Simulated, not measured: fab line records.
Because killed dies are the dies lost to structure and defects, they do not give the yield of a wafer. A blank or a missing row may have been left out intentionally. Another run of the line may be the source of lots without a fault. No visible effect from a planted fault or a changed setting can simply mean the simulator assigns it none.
fab line records | flow n5Finfet
record lots=4 wafers=12 lastDay=17
route steps=1938 shown BEOL_M4@1093 BEOL_M5@1112 PASSIVATION@1936
lots that met no fault: from a run of the same line without faults
startH: hours from the record's first day to the start of the lot's first wafer shown | waitH: hours from the lot's prior step to this one | " identical to the entry in the row above | L1.1+2: a row that stands for several wafers | - no value present, or no start provided | * or withheld: withheld | < > ~ a bound
route shown NAME@n: names a module that has steps shown in the file, with the first one's number in the route | usual: the fault-free wafers' mean and standard deviation | same: alike in all rows | chamber/n: place in a boat | sites: readings site by site | _std_site: the standard deviation of these | _edge_site: inner sites' mean taken away from outer sites' mean | radiusMm: for every site, how far away it sits from the centre of the wafer | mask NAME#n: copy n | behind: the tool/chamber that last shaped the wafer | hold: why the lot was held/for how many hours/how that ended | device: transistor that didn't switch, given as n, p or np | end of line: tests of these same wafers at the route's end | a step without rows: its recipe alone | killed: at the first sort, the dies lost to defects and structure; wafer yield is something else | map: per-die view of a wafer (x killed, . not killed, _ where there is no die)
set.NAME: the setting that was run; set.NAME@STEP: the one run at that earlier step | model.NAME: the simulator's own value behind a step, which no gauge read
certain route steps with their lots: each step a table, each wafer a row
services: the hour from which a tool's chamber was out of use, counted from the record's first day as startH (under 0 if before that day), plus the number of hours and why
## steps
# step N5_BEOL_M4_ANNEAL_89
# recipe tempC=400 timeS=240 ambient=vacuum
# step N5_BEOL_M4_SPUTTER_90
# recipe material=Cu targetThkA=45 tempC=-20 chamberPressurePa=0.07 powerW=withheld timeS=8.29
# step N5_BEOL_M4_ANNEAL_91
# recipe tempC=400 timeS=240 ambient=vacuum
# step N5_BEOL_M4_SPUTTER_92
# recipe material=Cu targetThkA=45 tempC=-20 chamberPressurePa=0.07 powerW=withheld timeS=8.29
# step N5_BEOL_M4_ANNEAL_93
# recipe tempC=400 timeS=240 ambient=vacuum
# step N5_BEOL_M4_SPUTTER_94
# recipe material=Cu targetThkA=45 tempC=-20 chamberPressurePa=0.07 powerW=withheld timeS=8.29
# step N5_BEOL_M4_ANNEAL_95
# recipe tempC=400 timeS=240 ambient=vacuum
# step N5_BEOL_M4_SPUTTER_96
# recipe material=Cu targetThkA=45 tempC=-20 chamberPressurePa=0.07 powerW=withheld timeS=8.29
# step N5_BEOL_M4_ECD_50
# recipe material=Cu targetThkA=3000
# step N5_BEOL_M4_ANNEAL_51
# recipe tempC=225 timeS=90 ambient=N2
# step N5_BEOL_M4_CMP_52
# recipe stopOn=SiOC tOverpolishS=6.8 downForcePsi=1 platenRpm=50 clearingPlatenDownForcePsi=1.5 clearingPlatenRpm=50 postCmpClean=cuAlkaline targetThkNm=40 clearingPlatenPadVelocityMS=0.99484 padVelocityMS=0.99484
# step N5_BEOL_M4_PRE_CLEAN_60
# recipe gas=NH3/H2 timeS=15 tempC=* rfPowerW=300
# usual heaterPowerW=83/8.8 rfFwdPowerW=296.8/1.2 susceptorTempC=*
# columns lot.wafer tool chamber startH waitH heaterPowerW rfFwdPowerW susceptorTempC
L676.3 cvdCo-01 1 185.45 0.0 86 295.2 *
L676.4 " 1 " " 88 297.4 *
L676.5 " 0 " " 83 298.1 *
L678.1 cvdCo-02 1 208.70 0.2 64 296.7 *
L678.3 " 2 " " 89 297.6 *
L678.4 " 2 " " 88 296.5 *
L691.2 cvdCo-02 1 287.75 0.0 63 294.7 *
L691.5 " 0 " " 86 297.9 *
L691.6 " 1 " " 64 296.0 *
L692.4 cvdCo-02 1 293.34 0.1 65 294.3 *
L692.5 " 2 " " 89 296.9 *
L692.6 " 0 " " 85 298.5 *
# step N5_BEOL_M4_CO_CAP_55
# recipe material=Co targetThkA=20 tempC=200 precursor=CCTBA/H2 pressureTorr=30 timeS=102.1
# step N5_BEOL_M4_PRE_CLEAN_56
# recipe gas=NH3 timeS=15 tempC=withheld rfPowerW=300
# step N5_BEOL_M4_DEP_57
# recipe material=SiCN targetThkA=80 tempC=withheld precursor=3MS/NH3 pressureTorr=3 rfW=202 timeS=14
# step N5_BEOL_M4_INSPECT_59
# recipe inspectInstrument=darkfield mode=postDep
# usual rawDefectCount=78/23
# columns lot.wafer tool chamber startH waitH rawDefectCount
L676.3 defectInspect-02 - 185.70 0.0 134
L676.4 " - " " 105
L676.5 " - " " 100
L678.1 defectInspect-02 - 208.95 0.0 67
L678.3 " - " " 82
L678.4 " - " " 114
L691.2 defectInspect-01 - 288.00 0.0 94
L691.5 " - " " 459
L691.6 " - " " 49
L692.4 defectInspect-02 - 293.57 0.0 100
L692.5 " - " " 84
L692.6 " - " " 528
# step N5_BEOL_M4_RC_MEAS_101
# usual DIBL_N=36.4/1.6 DIBL_P=36.2/1.8 IOFF_N=0.159/0.029 IOFF_P=0.21/0.034 ION_N=670/12 ION_P=459/8.2 SS_N=71.5/0.59 SS_P=73.2/0.54 VT_N=250/3.3 VT_P=-250/3.7
# columns lot.wafer tool chamber startH waitH DIBL_N[mV/V] DIBL_P[mV/V] IOFF_N[nA/um] IOFF_P[nA/um] ION_N[uA/um] ION_P[uA/um] SS_N[mV/dec] SS_P[mV/dec] VT_N[mV] VT_P[mV]
L676.3 prober-02 0 186.03 0.3 37.1 36.4 0.179 0.23 674 461 72.1 73.0 248 -246
L676.4 " 0 " " 34.0 33.5 0.120 0.19 645 454 71.9 72.7 256 -249
L676.5 " 0 " " 32.8 30.9 0.102 0.15 647 450 71.0 71.8 256 -255
L678.1 prober-02 0 208.98 0.0 39.1 38.0 0.234 0.29 694 471 72.2 73.9 244 -245
L678.3 " 0 " " 38.6 36.9 0.235 0.27 696 471 71.9 73.0 241 -244
L678.4 " 0 " " 37.9 36.4 0.209 0.25 691 466 72.2 73.7 244 -244
L691.2 prober-01 0 288.18 0.2 34.9 34.8 0.139 0.19 677 461 71.3 73.2 251 -253
L691.5 " 0 " " 36.2 37.2 0.160 0.23 679 470 70.8 74.1 247 -248
L691.6 " 0 " " 35.3 35.4 0.146 0.19 666 459 70.5 73.4 250 -250
L692.4 prober-01 0 294.06 0.5 35.4 34.5 0.132 0.18 663 457 71.2 73.0 255 -251
L692.5 " 0 " " 34.9 34.4 0.132 0.18 662 457 71.7 72.9 254 -254
L692.6 " 0 " " 34.7 35.0 0.125 0.18 656 449 71.9 73.6 257 -253
# step N5_BEOL_M5_ILD_DEP_00
# recipe material=SiCOH_lowk targetThkA=1406.4 tempC=300 precursor=DEMS/porogen pressureTorr=5 rfW=500 timeS=25.9
# step N5_BEOL_M5_CURE_79
# recipe tempC=385 timeS=240 ambient=He/Ar material=SiCOH_lowk
# step N5_BEOL_M5_PECVD_70
# recipe material=SiO2 targetThkA=160 tempC=400 precursor=TEOS/O2 pressureTorr=5.5 rfW=450 teosFlowSccm=53.8 gas=O2 flowSccm=3000 timeS=18
# step N5_BEOL_M5_HM_DEP_02
# recipe material=TiN targetThkA=200 tempC=25 chamberPressurePa=0.49996
# step N5_BEOL_M5_COAT_59
# recipe resist=SOC tempC=250 timeS=60 spinRpm=1500 resistThkNm=60
# step N5_BEOL_M5_COAT_60
# recipe resist=SiARC tempC=220 timeS=60 spinRpm=1500 resistThkNm=12
# step N5_BEOL_M5_COAT_71
# recipe resist=underlayer tempC=205 timeS=60 spinRpm=1500 resistThkNm=5
# step N5_BEOL_M5_COAT_05
# recipe resist=CAR-EUV spinRpm=1500 resistThkNm=30
# step N5_BEOL_M5_EBR_07
# recipe solvent=PGMEA ebrWidthMm=1.5
# step N5_BEOL_M5_SOFTBAKE_06
# recipe tempC=110 timeS=60 resist=CAR-EUV
# step N5_BEOL_M5_EXPOSE_08
# recipe maskId=M5 na=0.33 sourceShape=annular sigmaInner=0.4 sigmaOuter=0.8 polarization=unpolarized targetCdNm=28 doseMj=35.75
# step N5_BEOL_M5_PEB_09
# recipe pebTempC=100 pebTimeS=60 resist=CAR-EUV
# step N5_BEOL_M5_DEVELOP_10
# recipe developTimeS=30 developer=TMAH resist=CAR-EUV rinseLiquid=surfactantRinse dry=airSpin devTempC=23
# step N5_BEOL_M5_INSPECT_13
# recipe mode=adi inspectInstrument=brightfield
# usual rawDefectCount=465/96
# columns lot.wafer tool chamber startH waitH rawDefectCount
L676.3 defectInspect-01 - 189.99 0.0 534
L676.4 " - " " 420
L676.5 " - " " 479
L678.1 defectInspect-01 - 211.63 0.1 274
L678.3 " - " " 416
L678.4 " - " " 412
L691.2 defectInspect-02 - 290.85 0.0 476
L691.5 " - " " 934
L691.6 " - " " 453
L692.4 defectInspect-02 - 296.89 0.0 636
L692.5 " - " " 459
L692.6 " - " " 856
# step N5_BEOL_M5_DESCUM_16
# recipe chemistry=O2 timeS=7 sourcePowerW=50 biasPowerW=20 pressureMtorr=20 rfFrequencyHz=2.712e+07 tempC=40 resist=CAR-EUV o2FlowSccm=225
# step N5_BEOL_M5_ETCH_72
# recipe chemistry=N2/H2 target=underlayer targetDepthA=65 maskMaterial=CAR-EUV timeS=5.2 ionEnergyEv=200 pressureMtorr=30 sourceW=840 biasW=150 n2FlowSccm=200 h2FlowSccm=200 ends=cleared
# step N5_BEOL_M5_ETCH_61
# recipe chemistry=CF4 target=SiARC targetDepthA=156 maskMaterial=CAR-EUV timeS=26 ionEnergyEv=80 pressureMtorr=40 sourceW=545 biasW=36 Ar_flow_sccm=100 cf4FlowSccm=100 ends=cleared
# step N5_BEOL_M5_ETCH_62
# recipe chemistry=N2/H2 target=SOC targetDepthA=750 overetchA=150 maskMaterial=SiARC tempC=40 timeS=112.5 ionEnergyEv=200 pressureMtorr=30 sourceW=840 biasW=150 n2FlowSccm=200 h2FlowSccm=200
# step N5_BEOL_M5_STRIP_63
# recipe chemistry=N2/H2 tempC=40 n2FlowSccm=200 h2FlowSccm=200 rfFrequencyHz=6e+07
# step N5_BEOL_M5_STRIP_73
# recipe chemistry=N2/H2 tempC=40 n2FlowSccm=200 h2FlowSccm=200 rfFrequencyHz=6e+07
# step N5_BEOL_M5_INSPECT_30
# recipe mode=adi inspectInstrument=brightfield
# usual rawDefectCount=461/96
# columns lot.wafer tool chamber startH waitH rawDefectCount
L676.3 defectInspect-01 - 192.83 0.0 532
L676.4 " - " " 443
L676.5 " - " " 499
L678.1 defectInspect-01 - 216.46 0.1 280
L678.3 " - " " 444
L678.4 " - " " 401
L691.2 defectInspect-02 - 292.32 0.0 437
L691.5 " - " " 948
L691.6 " - " " 416
L692.4 defectInspect-01 - 297.98 0.0 586
L692.5 " - " " 371
L692.6 " - " " 818
# step N5_PASSIVATION_PROBE_49
# usual defectLimitedYield=91.1/1.5 killed_at_M0_to_M3=33/9.9 killed_at_M4_up=14/5.2 killedAtContacts=12/6.7 killedAtFrontEnd=43/13 killedAtOther=3.4/2.7 killedDies=105/17 killedOnRim=14/4.2 killedOpen=69/13 killedShort=33/7.5 sort_bin_5_function=5.2/0.91 sort_bin_6_memory=3.3/0.71 sortNPass=1075/17 sortYieldPct=91.1/1.5
# same grossDies=1180 killedAtBackSide=0 sort_bin_4_leakage[%]=0 sort_bin_8_speed[%]=0
# columns lot.wafer tool chamber startH waitH defectLimitedYield[%] killed_at_M0_to_M3 killed_at_M4_up killedAtContacts killedAtFrontEnd killedAtOther killedDies killedOnRim killedOpen killedShort sort_bin_5_function[%] sort_bin_6_memory[%] sortNPass sortYieldPct[%]
L691.2 prober-01 - 396.86 0.1 93.3 17 17 19 24 2 79 11 52 25 4.7 1.9 1101 93.3
L691.5 prober-01 - 397.01 0.2 80.6 43 122 15 43 6 229 27 83 37 12.9 4.7 951 80.6
L691.6 prober-01 - 397.06 0.3 92.2 29 17 22 21 3 92 8 57 34 4.5 2.8 1088 92.2
L692.6 prober-02 - 397.68 0.3 79.2 40 120 22 62 1 245 28 84 49 14.0 5.2 935 79.2
# killed by level:class
L691.2 MOL_CONTACT_COAG:geometricParticle:open=14 STI_FIN_REVEAL:geometricParticle:open=9 BEOL_M4:geometricParticle:open=8 BEOL_M0_SAQP:geometricParticle:open=6 MOL_CONTACT_COAG:geometricParticle:short=5 FIN_SAQP:geometricParticle:short=3 FIN_SAQP:geometricParticle:open=3 BEOL_M0:geometricParticle:short=3
L691.5 BEOL_M4:unspecified=107 FIN_SAQP:geometricParticle:open=17 MOL_CONTACT_COAG:geometricParticle:open=11 BEOL_M0_SAQP:geometricParticle:short=9 BEOL_M3:geometricParticle:open=9 FIN_SAQP:geometricParticle:short=8 BEOL_M0_SAQP:geometricParticle:open=8 STI_FIN_REVEAL:geometricParticle:open=7
L691.6 MOL_CONTACT_COAG:geometricParticle:open=20 BEOL_M0_SAQP:geometricParticle:open=10 BEOL_M0_SAQP:geometricParticle:short=9 FIN_SAQP:geometricParticle:short=8 BEOL_M4:geometricParticle:open=7 BEOL_M1:geometricParticle:short=3 BEOL_M1:geometricParticle:open=3 BEOL_M8:geometricParticle:open=3
L692.6 BEOL_M4:unspecified=106 FIN_SAQP:geometricParticle:open=23 MOL_CONTACT_COAG:geometricParticle:open=17 FIN_SAQP:geometricParticle:short=16 BEOL_M0_SAQP:geometricParticle:short=12 BEOL_M0_SAQP:geometricParticle:open=10 GATE_CUT:geometricParticle:short=5 MOL_CONTACT_COAG:geometricParticle:short=5
# map L691.5 (x killed, . not)
_________________...........x________________
______________..x....x...x......_____________
___________........x.x....x........__________
__________...........x.............._________
________.x........x..........xx......._______
_______.xxxx..xx......x...............x______
______.xxxx.x..x....x............x.x...._____
_____xxxxxxxx.................x...x......____
____xxxxxxxxxxx...x..........x......x.....___
___.xxxxxxxxxxxx...........................__
___xxxxxxxxxx...x..x..........xxxx.........__
__.xxxxxxxxxxxx................xxxx...x..x.._
__.xxxxxxxxxxxxxx...............x..........._
_x.xxxxxxxxx.x...xx........................x.
_x.xx.xxxxxx..x.x.x..............x...........
_...x..xxxx.x..............................xx
_......xx............xx..........x.x.........
_.....x.x.xx............xx....xx........x....
_.....x.......x.x............x.x.............
_........x.....x.....x..................x.x..
_x............xxx................xx...x..x.x.
__x....x...x...............x....x..x.......x_
__..............x........x.....x............_
___x......x..x.......x.....x......x........__
___...x...xxx....x..........x............x.__
____.....x..................x.....x....xx.___
_____...x..........x.............xx...x..____
______...................x......x..x...._____
_______.................x.........x....______
________.x............................_______
__________....x....x..........x....._________
___________........x...............__________
______________.........x........_____________
_________________...x...x....________________
# map L692.6 (x killed, . not)
_________________...x........________________
______________.x.x.......xxx...._____________
___________.............x.......x..__________
__________...x..........x.....x....._________
________..x...x.......x..............._______
_______..x.xx.......xx........x.x......______
______xxxxxxxxx..x...........xx........._____
_____xxxxxx..x....x..x.x.x.......x.......____
____xxxxxxxxxx...x....x.x.............x.xx___
___xxxxxxxxxx.xx....................x.x....__
___xxxxxxxxxxx..xx.........................__
__.xxxxxxxxxxxxx....x....x.......x...x......_
__x.xxxxxxxxxxxxx...........xx...x.........x_
_x.xxxxxxxxxx..x........x....................
_.xxx.xxxxxxx.xx.......xx.......xx........x..
_...x.xxxxxxxx.x........................xx...
_.........x...x.............x..............x.
_.............................x.x......x.....
_....x.......x.........x.....x.........x..xx.
_...................xx...........xx...x...x..
_.......x........x....x...x..............x...
__.......x..............x..................x_
__.........x................x........x.x...._
___............x.x.......x....xxx......x...__
___...............................x.xx..x..__
____...x.............x.xx...............xx___
_____.......................x.......x....____
______......x..........xx....x....x..x.._____
_______....x....x..x.x......xx...x.x...______
________........x............x........_______
__________..xx...x..xx.............x_________
___________..........xx....x....x..__________
______________...............x.._____________
_________________..x.......x.________________
## services
# columns tool chamber startH hours kind
cvdCo-01 - 255.69 0.6 repair
## key
firstSign step=N5_BEOL_M4_INSPECT_59 reading=rawDefectCount direction=up sigmas=18 usual=78 struck=494
effect step=N5_BEOL_M5_INSPECT_13 reading=rawDefectCount direction=up sigmas=4.5 usual=465 struck=895
effect step=N5_BEOL_M5_INSPECT_30 reading=rawDefectCount direction=up sigmas=4.4 usual=461 struck=883
effect step=N5_PASSIVATION_PROBE_49 reading=killed_at_M4_up direction=up sigmas=21 usual=14 struck=121
moreKillsBornAt N5_BEOL_M4_PRE_CLEAN_60@cvdCo-02=213
metAt N5_BEOL_M4_PRE_CLEAN_60
struckWafers L691.5,L692.6
fault kind=chamberParticleSource tool=cvdCo-02 chamber=0 onsetH=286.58 steps=N5_BEOL_M4_PRE_CLEAN_60 ratePerVisitCm2=0.64671 endH=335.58
